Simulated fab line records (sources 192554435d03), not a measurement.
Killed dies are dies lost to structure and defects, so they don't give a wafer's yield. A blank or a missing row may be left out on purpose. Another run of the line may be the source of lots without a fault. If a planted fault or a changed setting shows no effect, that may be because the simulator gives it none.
Split-lot study -- flow n5-finfet -- 7 lots, 21 wafers read, on a route of 1938 steps

ABOUT THE SPLIT
At N5_MOL_CONTACT_COAG_VIA_ETCH_46 (etches SiO2 in C4F6/O2, target depth 46 nm, overetch 9.2 nm, time 40 s), the setting bias-w was moved away from the recipe's 455 W on 7 of the 21 wafers read, by -15.6% to +10.3%. The other wafers ran this setting at the recipe's value.

The split's own step is where the reading is taken.

THE READING
rf-vpp-V, in V, at N5_MOL_CONTACT_COAG_VIA_ETCH_46 (etches SiO2 in C4F6/O2, target depth 46 nm, overetch 9.2 nm, time 40 s). On this fab line, fault-free wafers typically give 1589 V with a standard deviation of 19 V.

wafer,"tool, chamber at the split","bias-w as run, W",against the recipe,"rf-vpp-V, V",against lot-mates on the recipe
L081.1,"rie-diel-04, 1",455,recipe,1578,-
L081.2,"rie-diel-04, 2",455,recipe,1562,-
L081.6,"rie-diel-04, 0",455,recipe,1608,-
L083.1,"rie-diel-03, 1",384.1,-15.6%,1406,-197
L083.2,"rie-diel-03, 3",455,recipe,1603,-
L083.4,"rie-diel-03, 0",384.1,-15.6%,1387,-216
L088.1,"rie-diel-04, 2",499.4,+9.8%,1673,+102
L088.5,"rie-diel-04, 3",455,recipe,1563,-
L088.6,"rie-diel-04, 1",455,recipe,1580,-
L090.2,"rie-diel-05, 2",422.5,-7.1%,1478,-135
L090.3,"rie-diel-05, 3",455,recipe,1613,-
L090.4,"rie-diel-05, 2",422.5,-7.1%,1477,-136
L091.2,"rie-diel-03, 1",502,+10.3%,1716,+100
L091.3,"rie-diel-03, 2",455,recipe,1616,-
L091.5,"rie-diel-03, 3",502,+10.3%,1724,+108
L092.3,"rie-diel-04, 1",455,recipe,1578,-
L092.4,"rie-diel-04, 2",455,recipe,1559,-
L092.6,"rie-diel-04, 2",455,recipe,1561,-
L093.2,"rie-diel-04, 2",455,recipe,1561,-
L093.3,"rie-diel-04, 1",455,recipe,1579,-
L093.4,"rie-diel-04, 3",455,recipe,1590,-

FIT RESULTS
A straight line over all 21 wafers: rf-vpp-V changes by +12.3 V for each +1% of bias-w; r = +0.97; the points scatter about the line by 20 V.
The same after taking each lot's own level away (the mean of its wafers on the recipe; 21 wafers): +12.7 V for each +1%; r = +0.98; scatter 19 V.
According to that fit, moving bias-w by its largest amount changes the reading by 2e+02 V.
The lots' own levels span 1566.0 to 1616.0 V, that is 2.6 times the standard deviation above.
Consequently the slope shifts little with the lot-to-lot level, the two slopes agreeing.
Check: for one of the wafers moved furthest among these (-15.6%), held out of the fit, the line's prediction against its lot-mates is -211 V. Against them it came out at -197 V.
Tool readings at the split's step, against how far the setting was moved: rf-vpp-V r = +0.97.

THESE WAFERS: OTHER SPLITS
Other splits were also applied to these wafers ahead of the reading. Each is held against what the fit with the lots' levels taken away leaves over:
other split on the same wafers,wafers away from the commonest value,r with rf-vpp-V (lot level and that fit taken away)
N5_GATE_CUT_ETCH_58 time-s,10,-0.16

FILE'S OWN FIT
rf-vpp-V changes by +12.6 V for each +1% of bias-w, r = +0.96.
